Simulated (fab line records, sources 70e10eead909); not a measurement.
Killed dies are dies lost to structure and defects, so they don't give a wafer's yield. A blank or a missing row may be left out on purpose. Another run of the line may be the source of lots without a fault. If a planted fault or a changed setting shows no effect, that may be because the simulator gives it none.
Which tool was responsible?	flow nand-harc	Sampling: 10 lots, 30 wafers, 5 of 1159 route steps

## WHAT THE GAUGES SHOWED, per wafer
NHARC_END_SORT_01.
lot	measured	on	killed-at-array
L174	day 22 15:48	prober-02	28 34 59

## WHAT TOOL EACH LOT RAN ON (gives the tool, then ch and the chambers of the sampled wafers, and finally the start)
lot	NHARC_A_CHANNEL_HOLE_D1_ETCH_38	NHARC_A_CHANNEL_HOLE_D1_ETCH_39	NHARC_A_CHANNEL_HOLE_D1_ETCH_16	NHARC_A_CHANNEL_HOLE_D1_ETCH_20
L162	rie-diel-13 ch 1,2, day 8 22:18	rie-diel-13 ch 0,2,3, day 8 23:40 or earlier	rie-diel-13 ch 1,2,3, day 8 23:40 or earlier	har-etch-02 ch 0,1, day 8 23:40
L163	rie-diel-12 ch 0,1,3, day 8 22:40	rie-diel-12 ch 0,2,3, day 8 23:55 or earlier	rie-diel-12 ch 0,2,3, day 8 23:55 or earlier	har-etch-01 ch 1, day 8 23:55
L165	rie-diel-12 ch 2,3, day 9 05:00	rie-diel-12 ch 1,2,3, day 9 06:16 or earlier	rie-diel-12 ch 2,3, day 9 06:16 or earlier	har-etch-01 ch 0,1, day 9 06:16
L169	rie-diel-12 ch 0,1, day 10 05:01	rie-diel-12 ch 0,2, day 10 06:19 or earlier	rie-diel-12 ch 0,2, day 10 06:19 or earlier	har-etch-01 ch 0,1, day 10 06:19
L170	rie-diel-13 ch 0,2,3, day 10 09:20	rie-diel-13 ch 1,2, day 10 10:35 or earlier	rie-diel-13 ch 0,1,3, day 10 10:35 or earlier	har-etch-01 ch 0,1, day 10 10:35
L171	rie-diel-01 ch 1,2,3, day 10 20:25	rie-diel-01 ch 0,1,2, day 10 21:37 or earlier	rie-diel-01 ch 0,3, day 10 21:37 or earlier	har-etch-02 ch 0,1, day 10 21:37
L174	rie-diel-12 ch 0,1,3, day 11 07:11	rie-diel-12 ch 0,3, day 11 08:41 or earlier	rie-diel-12 ch 0,1,3, day 11 08:41 or earlier	har-etch-02 ch 0,1, day 11 08:41
L173	rie-diel-01 ch 1,2,3, day 11 17:30	rie-diel-01 ch 0,2,3, day 11 18:42 or earlier	rie-diel-01 ch 0,1,2, day 11 18:42 or earlier	har-etch-01 ch 0,1, day 11 18:42
L178	rie-diel-13 ch 1,2,3, day 12 09:58	rie-diel-13 ch 0,2,3, day 12 11:17 or earlier	rie-diel-13 ch 0,1,3, day 12 11:17 or earlier	har-etch-01 ch 0,1, day 12 11:17
L177	rie-diel-01 ch 1,3, day 12 11:23	rie-diel-01 ch 1,2,3, day 12 15:23 or earlier	rie-diel-01 ch 0,3, day 12 15:23 or earlier	har-etch-01 ch 0, day 12 15:23
- NHARC_A_CHANNEL_HOLE_D1_ETCH_38: etches the open film in CF4, target depth 39 nm, time 65 s.
- NHARC_A_CHANNEL_HOLE_D1_ETCH_39: etches the open film in N2/H2, target depth 260 nm, time 325 s.
- NHARC_A_CHANNEL_HOLE_D1_ETCH_16: etches the open film in O2/COS, target depth 3100 nm, time 806 s.
- NHARC_A_CHANNEL_HOLE_D1_ETCH_20: etches the open film in C4F8/O2/Ar, time 361.9 s, target depth 1600 nm.

## THE ANSWER, worked out from the rows above alone
Rule: usual is defined by the lots themselves. Put in order of their means at a reading, lots are off if they are a third of the lots or fewer, leave a main group of 4 or more, and stand apart from it by a gap of 3 or more times the standard deviation of the main group's means; of several such gaps the widest counts. The tables above print the reading to a certain number of digits; a main group whose means all agree to those digits is not used. A lot without any number at a reading at which 4 lots or more have one is off too. Where the step has rows for the other lots, those lots are counted as sound.
Nothing can be told from this: no lot is off at any reading shown.

## WHAT THE SIMULATOR HAD PUT IN
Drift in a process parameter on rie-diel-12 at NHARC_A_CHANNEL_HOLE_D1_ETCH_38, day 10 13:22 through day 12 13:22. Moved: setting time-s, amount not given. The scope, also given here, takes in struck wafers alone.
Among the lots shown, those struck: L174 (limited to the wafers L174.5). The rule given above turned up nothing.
